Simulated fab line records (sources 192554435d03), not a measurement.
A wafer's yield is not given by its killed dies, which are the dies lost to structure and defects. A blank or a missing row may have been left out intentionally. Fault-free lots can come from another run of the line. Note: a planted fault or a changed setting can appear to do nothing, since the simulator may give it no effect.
Chamber matching || flow n5-finfet || rie-diel-05 running N5_BEOL_M3_ETCH_70: 4 sister chambers
The step etches SOC in N2/H2, target depth 80 nm, overetch 16 nm, time 120 s. 4 wafers are shown with their chamber, then 10 later ones without.

== WAFERS PAIRED WITH THEIR CHAMBERS ==
{"wafer": "L079.5", "chamber": 0, "oes-product-au (a.u.)": 0.55}
{"wafer": "L082.2", "chamber": 1, "oes-product-au (a.u.)": 0.53}
{"wafer": "L082.4", "chamber": 2, "oes-product-au (a.u.)": 0.70}
{"wafer": "L082.5", "chamber": 3, "oes-product-au (a.u.)": 0.52}

== WAFERS MISSING THEIR CHAMBER ==
{"wafer": "L082.6", "oes-product-au (a.u.)": 0.54}
{"wafer": "L089.3", "oes-product-au (a.u.)": 0.53}
{"wafer": "L089.4", "oes-product-au (a.u.)": 0.68}
{"wafer": "L089.6", "oes-product-au (a.u.)": 0.75}
{"wafer": "L093.1", "oes-product-au (a.u.)": 0.53}
{"wafer": "L093.2", "oes-product-au (a.u.)": 0.72}
{"wafer": "L093.3", "oes-product-au (a.u.)": 0.67}
{"wafer": "L093.4", "oes-product-au (a.u.)": 0.54}
{"wafer": "L093.5", "oes-product-au (a.u.)": 0.72}
{"wafer": "L093.6", "oes-product-au (a.u.)": 0.54}

== WHICH CHAMBER EACH ONE RAN IN ==
{"wafer": "L082.6", "from the rows above": "can't be placed: 0 or 1 or 3", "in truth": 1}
{"wafer": "L089.3", "from the rows above": "can't be placed: 1 or 3 or 0", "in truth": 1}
{"wafer": "L089.4", "from the rows above": 2, "in truth": 2}
{"wafer": "L089.6", "from the rows above": 2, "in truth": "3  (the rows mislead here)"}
{"wafer": "L093.1", "from the rows above": "can't be placed: 1 or 3 or 0", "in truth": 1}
{"wafer": "L093.2", "from the rows above": 2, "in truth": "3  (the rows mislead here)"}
{"wafer": "L093.3", "from the rows above": 2, "in truth": 2}
{"wafer": "L093.4", "from the rows above": "can't be placed: 0 or 1 or 3", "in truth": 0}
{"wafer": "L093.5", "from the rows above": 2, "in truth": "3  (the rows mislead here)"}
{"wafer": "L093.6", "from the rows above": "can't be placed: 0 or 1 or 3", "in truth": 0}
Placed correctly: 2 of 10. From these rows, 5 cannot be placed; in 5 the true chamber is one of the candidates. Number placed wrongly: 3.
How it was worked out, from the rows above alone: a wafer's distance from a chamber is the root of the sum, over the readings, of the square of ((its reading less the chamber's mean) divided by the reading's scatter). The wafer belongs to the nearest chamber; if the next one is less than 2 further off, it can't be placed. Each chamber's mean is taken over the wafers shown for it. The scatter: with one shown wafer a chamber, the root of the mean of the squares of how far each hidden wafer lies from its nearest shown one.
